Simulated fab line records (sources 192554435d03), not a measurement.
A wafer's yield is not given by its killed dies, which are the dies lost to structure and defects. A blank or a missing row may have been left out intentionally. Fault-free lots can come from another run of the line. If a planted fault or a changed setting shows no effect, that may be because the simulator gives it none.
3 desks, one fault + flow n5 finfet + only its own numbers are on each desk; what lay behind them is given at the end

== THE METROLOGY DESK ==
Lot by lot, what the gauges showed, no matter which tool ran the lot: averages of those sampled wafers that carry a number. Any lot whose mean is over 4 standard deviations away from the usual mean is out of limits and marked OUT; that distance is given in the brackets.
Columns: A = M7_ILD_THK at N5_BEOL_M7_THK_MEAS_01, usual 155.2 nm
| lot  | first seen here | A     |
|------|-----------------|-------|
| L251 | day 13 21:26    | 154.4 |
| L248 | day 13 23:43    | 157.3 |
| L255 | day 14 08:04    | 154.8 |
| L250 | day 14 19:17    | 153.3 |
| L253 | day 15 00:19    | 161.0 |
| L252 | day 15 00:39    | 158.1 |
| L259 | day 16 05:50    | 155.4 |
| L263 | day 17 04:01    | 153.7 |
| L265 | day 17 08:01    | 155.0 |
| L266 | day 18 13:01    | 156.4 |
This desk found nothing out of limits on any of the 10 lots.

== THE DEFECT DESK ==
Counts from the inspections along the route, per lot, as means over the sampled wafers that have a number. Any lot whose mean is over 4 standard deviations away from the usual mean is out of limits and marked OUT; that distance is given in the brackets.
Columns: A = raw defect count at N5_BEOL_M7_INSPECT_13, usual 393
| lot  | first seen here | A   |
|------|-----------------|-----|
| L251 | day 13 22:33    | 458 |
| L248 | day 14 01:46    | 389 |
| L255 | day 14 09:28    | 396 |
| L250 | day 14 22:08    | 409 |
| L253 | day 15 01:58    | 307 |
| L252 | day 15 02:08    | 461 |
| L259 | day 16 08:47    | 413 |
| L263 | day 17 05:29    | 419 |
| L265 | day 17 09:12    | 380 |
| L266 | day 18 16:20    | 417 |
This desk found nothing out of limits on any of the 10 lots.

== DESK OF THE TOOL OWNER: pecvd-01 ==
The tool's own readings at N5_BEOL_M7_ILD_DEP_00 (deposits SiCOH lowk from DEMS/porogen, target thk 179.75 nm, time 33.4 s): means of the sampled wafers that have a number, for each lot that ran on this tool. Any lot whose mean is over 4 standard deviations away from the usual mean is out of limits and marked OUT; that distance is given in the brackets.
Columns: A = heater power w at N5_BEOL_M7_ILD_DEP_00, usual 313 W; B = rf fwd power W at N5_BEOL_M7_ILD_DEP_00, usual 494.9 W; C = showerhead plenum p Torr at N5_BEOL_M7_ILD_DEP_00, usual 5.736 Torr; D = throttle valve pct at N5_BEOL_M7_ILD_DEP_00, usual 13.7 %
| lot  | first seen here | A   | B     | C     | D    |
|------|-----------------|-----|-------|-------|------|
| L251 | day 13 20:51    | 314 | 494.4 | 5.737 | 13.7 |
| L250 | day 14 18:43    | 303 | 492.7 | 5.734 | 14.3 |
| L253 | day 14 23:16    | 306 | 494.7 | 5.738 | 13.9 |
| L252 | day 15 00:04    | 304 | 494.3 | 5.737 | 13.5 |
This desk found nothing out of limits on any of the 4 lots.

== ALL TOGETHER ==
From the metrology desk's view, nothing was out of limits.
Nothing the defect desk looked at was out of limits.
Nothing out of limits was seen by the tool owner's desk.

== WHAT THE SIMULATOR PUT IN ==
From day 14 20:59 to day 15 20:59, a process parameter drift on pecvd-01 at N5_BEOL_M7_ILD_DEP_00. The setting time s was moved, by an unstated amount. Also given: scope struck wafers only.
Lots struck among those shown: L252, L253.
